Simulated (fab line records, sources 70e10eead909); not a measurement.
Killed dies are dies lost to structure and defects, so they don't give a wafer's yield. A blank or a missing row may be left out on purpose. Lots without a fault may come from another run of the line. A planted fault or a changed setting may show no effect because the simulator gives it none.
Which tool did it? | flow nand_harc | 7 lots, 20 wafers sampled, at 1 step of a route of 1302

WHAT THE GAUGES READ, wafer by wafer
NHARC_P_STI_INSPECT_11.
lot  | measured     | on                | raw_defect_count
L366 | day 3 14:58  | defect_inspect-02 | 2 3 5
L368 | day 4 12:58  | defect_inspect-01 | 4 4 1
L371 | day 5 19:05  | defect_inspect-02 | 4 10 6
L373 | day 6 12:50  | defect_inspect-01 | 7 3 6
L376 | day 7 19:05  | defect_inspect-01 | 5 3 8
L385 | day 11 13:41 | defect_inspect-01 | 6 10
L387 | day 12 10:28 | defect_inspect-01 | 6 7 2

WHICH TOOL RAN EACH LOT (tool, then ch and the chambers of the sampled wafers, then the start)
The record holds no process step before these readings.

THE ANSWER, worked out from the rows above alone
Rule: what is usual is taken from the lots themselves. Put in order of their means at a reading, lots are off if they are a third of the lots or fewer, leave a main group of 4 or more, and stand apart from it by a gap of 3 or more times the standard deviation of the main group's means; of several such gaps the widest counts. A main group whose means are all the same, to the digits that the tables above print for the reading, isn't used. A lot without any number at a reading at which 4 lots or more have one is off too. The other lots that the step has rows for count as sound.
No lot is off at any reading shown: from this, nothing can be told.

WHAT THE SIMULATOR HAD PUT IN
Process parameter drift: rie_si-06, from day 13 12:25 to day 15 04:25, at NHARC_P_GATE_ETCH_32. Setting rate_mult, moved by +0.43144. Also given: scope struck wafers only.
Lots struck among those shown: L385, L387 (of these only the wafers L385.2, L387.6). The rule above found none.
